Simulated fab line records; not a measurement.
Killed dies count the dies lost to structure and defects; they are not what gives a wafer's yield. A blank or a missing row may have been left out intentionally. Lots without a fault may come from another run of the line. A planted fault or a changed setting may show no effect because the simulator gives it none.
One fault seen from 2 desks    flow n5-finfet    each desk has only its own numbers; what lay behind them comes last

## AT THE METROLOGY DESK
Lot by lot, what the gauges showed, no matter which tool ran the lot: averages of those sampled wafers that carry a number. Marked OUT: a lot whose mean sits more than 4 standard deviations from the usual mean, which makes it out of limits; the brackets give that distance. 7 of its 15 readings are shown: the first one out of limits and those lying furthest out on some lot.
Columns: A = DIBL_P at N5_BEOL_M4_RC_MEAS_101, usual 38 mV/V; B = RC_DENSE_N at N5_BEOL_M4_RC_MEAS_101, usual 19.3 ohm.um; C = RC_DENSE_P at N5_BEOL_M4_RC_MEAS_101, usual 24.2 ohm.um; D = RC_N at N5_BEOL_M4_RC_MEAS_101, usual 15.7 ohm.um; E = RC_P at N5_BEOL_M4_RC_MEAS_101, usual 19.7 ohm.um; F = REXT_N at N5_BEOL_M4_RC_MEAS_101, usual 75.6 ohm.um; G = SS_N at N5_BEOL_M4_RC_MEAS_101, usual 72.0 mV/dec
lot   first seen here  A   B               C               D               E               F                G
L606  day 8 02:04      39  18.5            23.3            15.0            18.9            73.9             72.4
L608  day 8 20:26      36  19.8            24.8            16.2            20.3            77.2             71.4
L610  day 8 23:56      32  19.3            24.0            15.6            19.6            76.2             70.2
L614  day 10 09:25     38  18.9            23.5            15.3            19.2            73.3             72.2
L613  day 10 21:11     37  19.4            24.2            15.9            19.5            74.6             71.4
L618  day 11 17:02     35  19.0            24.0            15.6            19.6            74.1             71.5
L620  day 11 18:13     43  25.8 (+10) OUT  32.5 (+10) OUT  21.1 (+10) OUT  26.4 (+11) OUT  80.8             72.2
L619  day 11 19:22     38  26.4 (+11) OUT  32.8 (+11) OUT  21.5 (+11) OUT  26.6 (+11) OUT  82.9 (+4.1) OUT  71.8
L622  day 12 19:31     39  26.1 (+11) OUT  32.5 (+10) OUT  21.2 (+11) OUT  26.4 (+11) OUT  85.4 (+5.5) OUT  72.2
L623  day 12 20:11     37  19.2            24.0            15.7            19.5            75.0             71.3
This desk reports L619, L620, L622 out of limits; the earliest was L620 at day 11 18:13 (RC_DENSE_N at N5_BEOL_M4_RC_MEAS_101). In limits: L606, L608, L610, L614, L613, L618, L623.

## DESK OF THE TOOL OWNER: implanter-02
The tool's own readings at N5_MOL_CONTACT_COAG_IMPLANT_129: means of the sampled wafers that have a number, for each lot that ran on this tool. Marked OUT: a lot whose mean sits more than 4 standard deviations from the usual mean, which makes it out of limits; the brackets give that distance.
Columns: A = beam-energy-keV at N5_MOL_CONTACT_COAG_IMPLANT_129, usual 2.9999; B = end-station-pressure-torr at N5_MOL_CONTACT_COAG_IMPLANT_129, usual 5.8e-06 Torr
lot   first seen here  A                         B
L606  day 4 23:36      3.0004                    5.9e-06
L608  day 5 09:48      2.9996                    5.6e-06
L610  day 6 02:24      2.9992                    5.9e-06
L614  day 6 22:57      2.9991                    5.7e-06
L618  day 8 02:10      3.0005                    5.7e-06
L619  day 8 03:05      1.1909 (-99 or more) OUT  8.6e-06 (+9.0) OUT
L620  day 8 10:14      1.1919 (-99 or more) OUT  8.5e-06 (+8.8) OUT
L622  day 9 00:17      1.1929 (-99 or more) OUT  8.7e-06 (+9.4) OUT
Finding of this desk: L619, L620, L622 out of limits; the first was L619 at day 8 03:05, on beam-energy-keV at N5_MOL_CONTACT_COAG_IMPLANT_129. In limits: L606, L608, L610, L614, L618.

## BROUGHT TOGETHER
At day 8 03:05, on L619, L620, L622, the tool owner's desk was in a position to raise an alarm.
An alarm was possible from the metrology desk at day 11 18:13, on L619, L620, L622.
Of the lots named, all ran N5_MOL_CONTACT_COAG_IMPLANT_129 on implanter-02.

## WHAT THE SIMULATOR HAD INSERTED
Process parameters drifting: implanter-02 at N5_MOL_CONTACT_COAG_IMPLANT_129, beginning at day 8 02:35. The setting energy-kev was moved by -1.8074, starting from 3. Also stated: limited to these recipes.
Lots struck among those shown: L619, L620, L622.
Delay (hours) between the fault's onset and each desk's first out-of-limits reading: 0 at the tool owner's desk, 88 at the metrology desk.
